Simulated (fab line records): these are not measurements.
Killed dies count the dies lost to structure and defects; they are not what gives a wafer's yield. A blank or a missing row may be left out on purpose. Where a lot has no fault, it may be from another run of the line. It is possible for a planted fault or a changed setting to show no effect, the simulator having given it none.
Chamber matching | flow n5Finfet | N5_BEOL_M14_ETCH_59 on rieDiel-01 has 4 sister chambers
The step etches BARC in N2/H2, target depth 89 nm, overetch 26.7 nm, time 67.9 s. 14 wafers are shown with their chamber, then 7 later ones without.

EACH WAFER AND ITS CHAMBER
wafer  | chamber | drypumpMotorCurrentA (A) | showerheadPlenumPTorr (Torr) | throttleValvePct (%)
L076.1 | 0       | 6.2                      | 2.51                         | 17.93
L076.2 | 3       | 5.4                      | 2.44                         | 17.64
L076.4 | 3       | 5.4                      | 2.44                         | 17.65
L083.1 | 3       | 5.3                      | 2.44                         | 17.69
L083.2 | 0       | 6.2                      | 2.51                         | 17.97
L083.3 | 1       | 5.7                      | 2.49                         | 17.62
L082.2 | 0       | 6.2                      | 2.51                         | 17.93
L082.4 | 1       | 5.7                      | 2.49                         | 17.61
L082.6 | 3       | 5.4                      | 2.44                         | 17.67
L089.1 | 3       | 5.4                      | 2.43                         | 17.69
L089.5 | 2       | 5.3                      | 2.43                         | 17.88
L089.6 | 1       | 5.7                      | 2.49                         | 17.65
L088.1 | 1       | 5.6                      | 2.48                         | 17.65
L088.4 | 0       | 6.2                      | 2.50                         | 17.97

SIGNATURES (means of the wafers above)
reading               | chamber 0 | chamber 1 | chamber 2 | chamber 3 | scatter within a chamber
drypumpMotorCurrentA  | 6.200     | 5.675     | 5.300     | 5.380     | 0.0394
showerheadPlenumPTorr | 2.5075    | 2.4875    | 2.4300    | 2.4380    | 0.0048
throttleValvePct      | 17.9500   | 17.6325   | 17.8800   | 17.6680   | 0.0223
Rule: for each reading, subtract the chamber's mean from the wafer's reading, divide by that reading's scatter and square the result; add these up over the readings and take the root, which gives the wafer's distance from the chamber. The wafer belongs to the nearest chamber; if the next one is less than 2 further off, it can't be placed. The scatter: the root of (the sum of the squares of (reading less its chamber's mean) over the shown wafers, divided by (wafers less chambers)).

WAFERS WITH NO CHAMBER GIVEN
wafer  | drypumpMotorCurrentA (A) | showerheadPlenumPTorr (Torr) | throttleValvePct (%)
L088.6 | 5.3                      | 2.42                         | 17.91
L092.1 | 6.2                      | 2.49                         | 17.98
L092.2 | 5.3                      | 2.42                         | 17.93
L092.4 | 5.7                      | 2.48                         | 17.66
L096.1 | 5.7                      | 2.48                         | 17.70
L096.4 | 5.4                      | 2.43                         | 17.71
L096.5 | 5.7                      | 2.48                         | 17.67

WHICH CHAMBER EACH WENT THROUGH
wafer  | from the rows above | in truth
L088.6 | 2                   | 2
L092.1 | 0                   | 0
L092.2 | 2                   | 2
L092.4 | 1                   | 1
L096.1 | 1                   | 1
L096.4 | 3                   | 3
L096.5 | 1                   | 1
Correctly placed: 7 of 7. Left unplaced by these rows: 0. Wrongly placed: 0.
